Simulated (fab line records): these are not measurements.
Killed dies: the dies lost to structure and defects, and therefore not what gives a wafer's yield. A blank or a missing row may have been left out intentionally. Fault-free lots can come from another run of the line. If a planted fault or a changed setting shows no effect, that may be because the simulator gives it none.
Lot-split experiment    flow n5Finfet    7 lots, 39 wafers read, on a route of 1938 steps

ON THE SPLIT
At N5_BEOL_M1_DEP_57 (deposits SiCN from 3MS/NH3, target thk 8 nm, time 14 s), the setting targetThkA was moved away from the recipe's 80 angstrom on 18 of the 39 wafers read, by -56.3% to +23.9%. The other wafers ran this setting at the recipe's value.

Reading taken at the split's own step.

THE READING
SiCN_of_BEOL_M1_DEP_57.thkNm (the simulator's own value, which no gauge read), in nm, at N5_BEOL_M1_DEP_57 (deposits SiCN from 3MS/NH3, target thk 8 nm, time 14 s). The file gives no usual value for it. Across the 21 wafers here that went through the recipe, the average is 8.1 nm and the standard deviation 0.16 nm.

wafer   tool, chamber at the split  targetThkA as run, angstrom  against the recipe  SiCN_of_BEOL_M1_DEP_57.thkNm, nm  against lot-mates on the recipe
L075.1  pecvd-02, 2,1               80                           recipe              8.4                               -
L075.2  pecvd-02, 2,1               80                           recipe              8.4                               -
L075.3  pecvd-02, 0                 99.11                        +23.9%              10                                +1.7
L075.4  pecvd-02, 2                 99.11                        +23.9%              10.2                              +1.9
L075.5  pecvd-02, 0                 80                           recipe              8.2                               -
L075.6  pecvd-02, 1                 99.11                        +23.9%              10.4                              +2.1
L078.1  pecvd-01, 1,2               80                           recipe              8                                 -
L078.5  pecvd-01, 1,2               80                           recipe              8                                 -
L078.6  pecvd-01, 0                 80                           recipe              8.2                               -
L080.1  pecvd-01, 2,1               80                           recipe              8                                 -
L080.2  pecvd-01, 2,1               80                           recipe              8                                 -
L080.3  pecvd-01, 0                 38.23                        -52.2%              4                                 -4.1
L080.4  pecvd-01, 2,1               38.23                        -52.2%              3.8                               -4.3
L080.5  pecvd-01, 2,1               38.23                        -52.2%              3.8                               -4.3
L080.6  pecvd-01, 0                 80                           recipe              8.2                               -
L085.1  pecvd-02, 2,0,2             34.97                        -56.3%              3.8                               -4.3
L085.2  pecvd-02, 2,0,2             34.97                        -56.3%              3.8                               -4.3
L085.6  pecvd-02, 2,0,2             34.97                        -56.3%              3.8                               -4.3
L085.3  pecvd-02, 1                 80                           recipe              8.2                               -
L085.5  pecvd-02, 1                 80                           recipe              8.2                               -
L085.4  pecvd-02, 0                 80                           recipe              8                                 -
L084.1  pecvd-02, 2                 80                           recipe              8.2                               -
L084.6  pecvd-02, 2                 80                           recipe              8.2                               -
L084.2  pecvd-02, 1,0               60.16                        -24.8%              6.2                               -1.9
L084.5  pecvd-02, 1,0               60.16                        -24.8%              6.2                               -1.9
L084.3  pecvd-02, 0                 80                           recipe              8                                 -
L084.4  pecvd-02, 1                 60.16                        -24.8%              6.4                               -1.7
L088.1  pecvd-02, 0                 66.71                        -16.6%              6.4                               -1.7
L088.2  pecvd-02, 1,0               80                           recipe              8                                 -
L088.6  pecvd-02, 1,0               80                           recipe              8                                 -
L088.3  pecvd-02, 0                 66.71                        -16.6%              6.6                               -1.5
L088.4  pecvd-02, 1                 66.71                        -16.6%              6.8                               -1.3
L088.5  pecvd-02, 1                 80                           recipe              8.2                               -
L095.1  pecvd-04, 2,1               61.42                        -23.2%              6                                 -1.9
L095.5  pecvd-04, 2,1               61.42                        -23.2%              6                                 -1.9
L095.2  pecvd-04, 1                 61.42                        -23.2%              5.8                               -2.1
L095.3  pecvd-04, 2,1               80                           recipe              7.8                               -
L095.4  pecvd-04, 2,1               80                           recipe              7.8                               -
L095.6  pecvd-04, 2                 80                           recipe              8                                 -
Where a row lists several chambers, the file gives one row for several wafers and doesn't say which wafer went through which chamber.

FIT RESULTS
A straight line over all 39 wafers: SiCN_of_BEOL_M1_DEP_57.thkNm changes by +0.0803 nm for each +1% of targetThkA; r = +0.99; the points scatter about the line by 0.2 nm.
The same after taking each lot's own level away (the mean of its wafers on the recipe; 39 wafers): +0.0787 nm for each +1%; r = +1.00; scatter 0.13 nm.
On that fit, the largest move of targetThkA shifts the reading by 4.4 nm.
The lots' own levels span 7.87 to 8.33 nm, that is 2.9 times the standard deviation above.
Hence the lot-to-lot level has little effect on the slope; both slopes agree.
Check: -4.46 nm against its lot-mates is what the line predicts for one of the wafers moved furthest among these (-56.3%) when that wafer is left out of the fit. Against them it came out at -4.33 nm.

THESE WAFERS: OTHER SPLITS
Before the reading, these wafers also passed through other splits. Each is held against what the fit with the lots' levels taken away leaves over:
other split on the same wafers     wafers away from the commonest value  r with SiCN_of_BEOL_M1_DEP_57.thkNm (lot level and that fit taken away)
N5_FIN_SAQP_HM_DEP_03 targetThkA   15                                    +0.33
N5_SD_EPI_N_EPI_21 epiGrowthTimeS  9                                     -0.12
N5_HKMG_FIN_ETCH_55 timeS          15                                    +0.09
N5_BEOL_M0_SAQP_PECVD_00 timeS     12                                    -0.27

FILE'S OWN FIT
SiCN_of_BEOL_M1_DEP_57.thkNm changes by +0.079 nm for each +1% of targetThkA, r = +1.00.
